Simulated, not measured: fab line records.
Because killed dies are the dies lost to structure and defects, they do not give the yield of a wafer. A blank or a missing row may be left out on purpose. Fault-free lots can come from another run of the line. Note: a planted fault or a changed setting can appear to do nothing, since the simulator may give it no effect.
Split-lot trial || flow n5 finfet || 7 lots, 39 wafers read, on a route of 1938 steps

THE SPLIT ITSELF
At N5_FIN_CUT_CUT_ETCH_26 (etches SiNx in CH3F/O2, target depth 39 nm, time 55.7 s), the setting source w was moved away from the recipe's 395 W on 15 of the 39 wafers read, by -18.3% to +14.4%. For the rest of the wafers, this setting stayed at what the recipe calls for.

The reading comes from the split's own step.

THE READING
rf vpp V, in V, at N5_FIN_CUT_CUT_ETCH_26 (etches SiNx in CH3F/O2, target depth 39 nm, time 55.7 s). Fault-free wafers of this fab line usually give 299 V, standard deviation 5.1 V.

{"wafer": "L074.2", "tool, chamber at the split": "rie diel-05, 1", "source w as run, W": 395, "against the recipe": "recipe", "rf vpp V, V": 300, "against lot-mates on the recipe": "-"}
{"wafer": "L074.5", "tool, chamber at the split": "rie diel-05, 1", "source w as run, W": 395, "against the recipe": "recipe", "rf vpp V, V": 297, "against lot-mates on the recipe": "-"}
{"wafer": "L074.6", "tool, chamber at the split": "rie diel-05, 2", "source w as run, W": 395, "against the recipe": "recipe", "rf vpp V, V": 307, "against lot-mates on the recipe": "-"}
{"wafer": "L075.1", "tool, chamber at the split": "rie diel-02, 1", "source w as run, W": 451.7, "against the recipe": "+14.4%", "rf vpp V, V": 273, "against lot-mates on the recipe": -26}
{"wafer": "L075.2", "tool, chamber at the split": "rie diel-02, 2", "source w as run, W": 395, "against the recipe": "recipe", "rf vpp V, V": 297, "against lot-mates on the recipe": "-"}
{"wafer": "L075.3", "tool, chamber at the split": "rie diel-02, 0", "source w as run, W": 451.7, "against the recipe": "+14.4%", "rf vpp V, V": 282, "against lot-mates on the recipe": -17}
{"wafer": "L075.4", "tool, chamber at the split": "rie diel-02, 3", "source w as run, W": 451.7, "against the recipe": "+14.4%", "rf vpp V, V": 278, "against lot-mates on the recipe": -21}
{"wafer": "L075.5", "tool, chamber at the split": "rie diel-02, 0", "source w as run, W": 395, "against the recipe": "recipe", "rf vpp V, V": 303, "against lot-mates on the recipe": "-"}
{"wafer": "L075.6", "tool, chamber at the split": "rie diel-02, 3", "source w as run, W": 395, "against the recipe": "recipe", "rf vpp V, V": 296, "against lot-mates on the recipe": "-"}
{"wafer": "L079.1", "tool, chamber at the split": "rie diel-02, 0", "source w as run, W": 395, "against the recipe": "recipe", "rf vpp V, V": 301, "against lot-mates on the recipe": "-"}
{"wafer": "L079.2", "tool, chamber at the split": "rie diel-02, 3", "source w as run, W": 395, "against the recipe": "recipe", "rf vpp V, V": 295, "against lot-mates on the recipe": "-"}
{"wafer": "L079.3", "tool, chamber at the split": "rie diel-02, 2", "source w as run, W": 395, "against the recipe": "recipe", "rf vpp V, V": 298, "against lot-mates on the recipe": "-"}
{"wafer": "L079.4", "tool, chamber at the split": "rie diel-02, 1", "source w as run, W": 395, "against the recipe": "recipe", "rf vpp V, V": 289, "against lot-mates on the recipe": "-"}
{"wafer": "L079.5", "tool, chamber at the split": "rie diel-02, 3", "source w as run, W": 395, "against the recipe": "recipe", "rf vpp V, V": 296, "against lot-mates on the recipe": "-"}
{"wafer": "L079.6", "tool, chamber at the split": "rie diel-02, 2", "source w as run, W": 395, "against the recipe": "recipe", "rf vpp V, V": 299, "against lot-mates on the recipe": "-"}
{"wafer": "L080.1", "tool, chamber at the split": "rie diel-05, 2", "source w as run, W": 322.6, "against the recipe": "-18.3%", "rf vpp V, V": 338, "against lot-mates on the recipe": "+40"}
{"wafer": "L080.2", "tool, chamber at the split": "rie diel-05, 0", "source w as run, W": 395, "against the recipe": "recipe", "rf vpp V, V": 289, "against lot-mates on the recipe": "-"}
{"wafer": "L080.3", "tool, chamber at the split": "rie diel-05, 1", "source w as run, W": 322.6, "against the recipe": "-18.3%", "rf vpp V, V": 329, "against lot-mates on the recipe": "+31"}
{"wafer": "L080.4", "tool, chamber at the split": "rie diel-05, 3", "source w as run, W": 322.6, "against the recipe": "-18.3%", "rf vpp V, V": 329, "against lot-mates on the recipe": "+31"}
{"wafer": "L080.5", "tool, chamber at the split": "rie diel-05, 3", "source w as run, W": 395, "against the recipe": "recipe", "rf vpp V, V": 297, "against lot-mates on the recipe": "-"}
{"wafer": "L080.6", "tool, chamber at the split": "rie diel-05, 2", "source w as run, W": 395, "against the recipe": "recipe", "rf vpp V, V": 308, "against lot-mates on the recipe": "-"}
{"wafer": "L082.1", "tool, chamber at the split": "rie diel-02, 0", "source w as run, W": 395, "against the recipe": "recipe", "rf vpp V, V": 302, "against lot-mates on the recipe": "-"}
{"wafer": "L082.2", "tool, chamber at the split": "rie diel-02, 2", "source w as run, W": 417.1, "against the recipe": "+5.6%", "rf vpp V, V": 290, "against lot-mates on the recipe": -6}
{"wafer": "L082.3", "tool, chamber at the split": "rie diel-02, 3", "source w as run, W": 395, "against the recipe": "recipe", "rf vpp V, V": 296, "against lot-mates on the recipe": "-"}
{"wafer": "L082.4", "tool, chamber at the split": "rie diel-02, 1", "source w as run, W": 395, "against the recipe": "recipe", "rf vpp V, V": 291, "against lot-mates on the recipe": "-"}
{"wafer": "L082.5", "tool, chamber at the split": "rie diel-02, 3", "source w as run, W": 417.1, "against the recipe": "+5.6%", "rf vpp V, V": 287, "against lot-mates on the recipe": -9}
{"wafer": "L082.6", "tool, chamber at the split": "rie diel-02, 0", "source w as run, W": 417.1, "against the recipe": "+5.6%", "rf vpp V, V": 294, "against lot-mates on the recipe": -2}
{"wafer": "L087.1", "tool, chamber at the split": "rie diel-02, 3", "source w as run, W": 395, "against the recipe": "recipe", "rf vpp V, V": 294, "against lot-mates on the recipe": "-"}
{"wafer": "L087.2", "tool, chamber at the split": "rie diel-02, 0", "source w as run, W": 395, "against the recipe": "recipe", "rf vpp V, V": 301, "against lot-mates on the recipe": "-"}
{"wafer": "L087.3", "tool, chamber at the split": "rie diel-02, 1", "source w as run, W": 362, "against the recipe": "-8.4%", "rf vpp V, V": 301, "against lot-mates on the recipe": "+3"}
{"wafer": "L087.4", "tool, chamber at the split": "rie diel-02, 2", "source w as run, W": 395, "against the recipe": "recipe", "rf vpp V, V": 298, "against lot-mates on the recipe": "-"}
{"wafer": "L087.5", "tool, chamber at the split": "rie diel-02, 0", "source w as run, W": 362, "against the recipe": "-8.4%", "rf vpp V, V": 315, "against lot-mates on the recipe": "+17"}
{"wafer": "L087.6", "tool, chamber at the split": "rie diel-02, 3", "source w as run, W": 362, "against the recipe": "-8.4%", "rf vpp V, V": 308, "against lot-mates on the recipe": "+10"}
{"wafer": "L095.1", "tool, chamber at the split": "rie diel-06, 2", "source w as run, W": 395, "against the recipe": "recipe", "rf vpp V, V": 297, "against lot-mates on the recipe": "-"}
{"wafer": "L095.2", "tool, chamber at the split": "rie diel-06, 3", "source w as run, W": 449.8, "against the recipe": "+13.9%", "rf vpp V, V": 280, "against lot-mates on the recipe": -21}
{"wafer": "L095.3", "tool, chamber at the split": "rie diel-06, 1", "source w as run, W": 449.8, "against the recipe": "+13.9%", "rf vpp V, V": 283, "against lot-mates on the recipe": -18}
{"wafer": "L095.4", "tool, chamber at the split": "rie diel-06, 0", "source w as run, W": 449.8, "against the recipe": "+13.9%", "rf vpp V, V": 287, "against lot-mates on the recipe": -14}
{"wafer": "L095.5", "tool, chamber at the split": "rie diel-06, 0", "source w as run, W": 395, "against the recipe": "recipe", "rf vpp V, V": 306, "against lot-mates on the recipe": "-"}
{"wafer": "L095.6", "tool, chamber at the split": "rie diel-06, 1", "source w as run, W": 395, "against the recipe": "recipe", "rf vpp V, V": 301, "against lot-mates on the recipe": "-"}

THE FIT
A straight line over all 39 wafers: rf vpp V changes by -1.5 V for each +1% of source w; r = -0.92; the points scatter about the line by 5.3 V.
The same after taking each lot's own level away (the mean of its wafers on the recipe; 39 wafers): -1.56 V for each +1%; r = -0.93; scatter 4.9 V.
Per that fit: largest source w move, reading shift of 29 V.
Across the lots, their own levels run from 296.3 to 301.3 V, a range of 1.0 times the standard deviation given above.
Consequently the slope shifts little with the lot-to-lot level, the two slopes agreeing.
Check: +27.2 V against its lot-mates is what the line predicts for one of the wafers moved furthest among these (-18.3%) when that wafer is left out of the fit. Against them it came out at +40 V.
Tool readings at the split's step, against how far the setting was moved: rf vpp V r = -0.92.

THE FILE'S OWN FIT
rf vpp V changes by -1.55 V for each +1% of source w, r = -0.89.
